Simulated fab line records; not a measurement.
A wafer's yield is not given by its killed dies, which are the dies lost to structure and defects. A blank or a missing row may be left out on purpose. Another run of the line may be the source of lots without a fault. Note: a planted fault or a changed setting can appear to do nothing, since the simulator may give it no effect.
Matching of chambers :: flow nandHarc :: NHARC_A_CHANNEL_HOLE_D1_ETCH_44 on rieDiel-11: 4 sister chambers
The step etches the open film in CF4/O2, target depth 140 nm, overetch 14 nm, time 77 s. 20 wafers are shown with their chamber, then 10 later ones without.

== WAFERS PAIRED WITH THEIR CHAMBERS ==
wafer: L074.3
chamber: 0
showerheadPlenumPTorr (Torr): 1.27
drypumpMotorCurrentA (A): 5.4
rfVppV (V): 196.3

wafer: L074.4
chamber: 1
showerheadPlenumPTorr (Torr): 1.42
drypumpMotorCurrentA (A): 4.8
rfVppV (V): 198.9

wafer: L074.5
chamber: 1
showerheadPlenumPTorr (Torr): 1.42
drypumpMotorCurrentA (A): 4.8
rfVppV (V): 197.6

wafer: L079.1
chamber: 2
showerheadPlenumPTorr (Torr): 1.38
drypumpMotorCurrentA (A): 5.9
rfVppV (V): 198.3

wafer: L079.4
chamber: 1
showerheadPlenumPTorr (Torr): 1.42
drypumpMotorCurrentA (A): 4.7
rfVppV (V): 198.5

wafer: L079.5
chamber: 2
showerheadPlenumPTorr (Torr): 1.38
drypumpMotorCurrentA (A): 5.9
rfVppV (V): 198.7

wafer: L079.2
chamber: 3
showerheadPlenumPTorr (Torr): 1.30
drypumpMotorCurrentA (A): 5.4
rfVppV (V): 198.1

wafer: L079.3
chamber: 0
showerheadPlenumPTorr (Torr): 1.27
drypumpMotorCurrentA (A): 5.5
rfVppV (V): 197.4

wafer: L079.6
chamber: 1
showerheadPlenumPTorr (Torr): 1.42
drypumpMotorCurrentA (A): 4.8
rfVppV (V): 199.3

wafer: L077.1
chamber: 0
showerheadPlenumPTorr (Torr): 1.27
drypumpMotorCurrentA (A): 5.5
rfVppV (V): 197.2

wafer: L077.4
chamber: 2
showerheadPlenumPTorr (Torr): 1.38
drypumpMotorCurrentA (A): 5.9
rfVppV (V): 200.7

wafer: L077.5
chamber: 1
showerheadPlenumPTorr (Torr): 1.42
drypumpMotorCurrentA (A): 4.8
rfVppV (V): 200.3

wafer: L078.1
chamber: 2
showerheadPlenumPTorr (Torr): 1.38
drypumpMotorCurrentA (A): 5.9
rfVppV (V): 199.4

wafer: L078.3
chamber: 0
showerheadPlenumPTorr (Torr): 1.27
drypumpMotorCurrentA (A): 5.5
rfVppV (V): 193.9

wafer: L078.4
chamber: 1
showerheadPlenumPTorr (Torr): 1.42
drypumpMotorCurrentA (A): 4.8
rfVppV (V): 199.9

wafer: L084.1
chamber: 3
showerheadPlenumPTorr (Torr): 1.30
drypumpMotorCurrentA (A): 5.4
rfVppV (V): 197.6

wafer: L084.3
chamber: 2
showerheadPlenumPTorr (Torr): 1.38
drypumpMotorCurrentA (A): 5.9
rfVppV (V): 197.6

wafer: L084.4
chamber: 0
showerheadPlenumPTorr (Torr): 1.27
drypumpMotorCurrentA (A): 5.4
rfVppV (V): 196.9

wafer: L091.3
chamber: 1
showerheadPlenumPTorr (Torr): 1.41
drypumpMotorCurrentA (A): 4.8
rfVppV (V): 199.7

wafer: L091.4
chamber: 2
showerheadPlenumPTorr (Torr): 1.38
drypumpMotorCurrentA (A): 5.9
rfVppV (V): 200.2

SIGNATURES, as means of the wafers listed above
reading: showerheadPlenumPTorr
chamber 0: 1.2700
chamber 1: 1.4186
chamber 2: 1.3800
chamber 3: 1.3000
scatter within a chamber: 0.00231

reading: drypumpMotorCurrentA
chamber 0: 5.460
chamber 1: 4.786
chamber 2: 5.900
chamber 3: 5.400
scatter within a chamber: 0.0359

reading: rfVppV
chamber 0: 196.340
chamber 1: 199.171
chamber 2: 199.150
chamber 3: 197.850
scatter within a chamber: 1.12
Rule: a wafer's distance from a chamber is the root of the sum, over the readings, of the square of ((its reading less the chamber's mean) divided by the reading's scatter). The wafer belongs to the nearest chamber; if the next one is less than 2 further off, it can't be placed. The scatter: take each reading less its chamber's mean, square it, sum over the shown wafers, divide by the number of wafers less the number of chambers, and take the root.

== WAFERS MISSING THEIR CHAMBER ==
wafer: L091.5
showerheadPlenumPTorr (Torr): 1.42
drypumpMotorCurrentA (A): 4.8
rfVppV (V): 199.2

wafer: L093.1
showerheadPlenumPTorr (Torr): 1.41
drypumpMotorCurrentA (A): 4.8
rfVppV (V): 199.0

wafer: L093.3
showerheadPlenumPTorr (Torr): 1.27
drypumpMotorCurrentA (A): 5.4
rfVppV (V): 196.7

wafer: L093.5
showerheadPlenumPTorr (Torr): 1.30
drypumpMotorCurrentA (A): 5.4
rfVppV (V): 196.8

wafer: L097.1
showerheadPlenumPTorr (Torr): 1.38
drypumpMotorCurrentA (A): 5.9
rfVppV (V): 198.7

wafer: L097.2
showerheadPlenumPTorr (Torr): 1.30
drypumpMotorCurrentA (A): 5.4
rfVppV (V): 197.6

wafer: L097.6
showerheadPlenumPTorr (Torr): 1.38
drypumpMotorCurrentA (A): 5.9
rfVppV (V): 197.6

wafer: L097.3
showerheadPlenumPTorr (Torr): 1.41
drypumpMotorCurrentA (A): 4.7
rfVppV (V): 197.9

wafer: L097.4
showerheadPlenumPTorr (Torr): 1.27
drypumpMotorCurrentA (A): 5.4
rfVppV (V): 195.5

wafer: L097.5
showerheadPlenumPTorr (Torr): 1.30
drypumpMotorCurrentA (A): 5.4
rfVppV (V): 196.1

== WHICH CHAMBER EACH ONE RAN IN ==
wafer: L091.5
from the rows above: 1
in truth: 1

wafer: L093.1
from the rows above: 1
in truth: 1

wafer: L093.3
from the rows above: 0
in truth: 0

wafer: L093.5
from the rows above: 3
in truth: 3

wafer: L097.1
from the rows above: 2
in truth: 2

wafer: L097.2
from the rows above: 3
in truth: 3

wafer: L097.6
from the rows above: 2
in truth: 2

wafer: L097.3
from the rows above: 1
in truth: 1

wafer: L097.4
from the rows above: 0
in truth: 0

wafer: L097.5
from the rows above: 3
in truth: 3
10 of 10 placed correctly. Not placeable from these rows: 0. Number placed wrongly: 0.
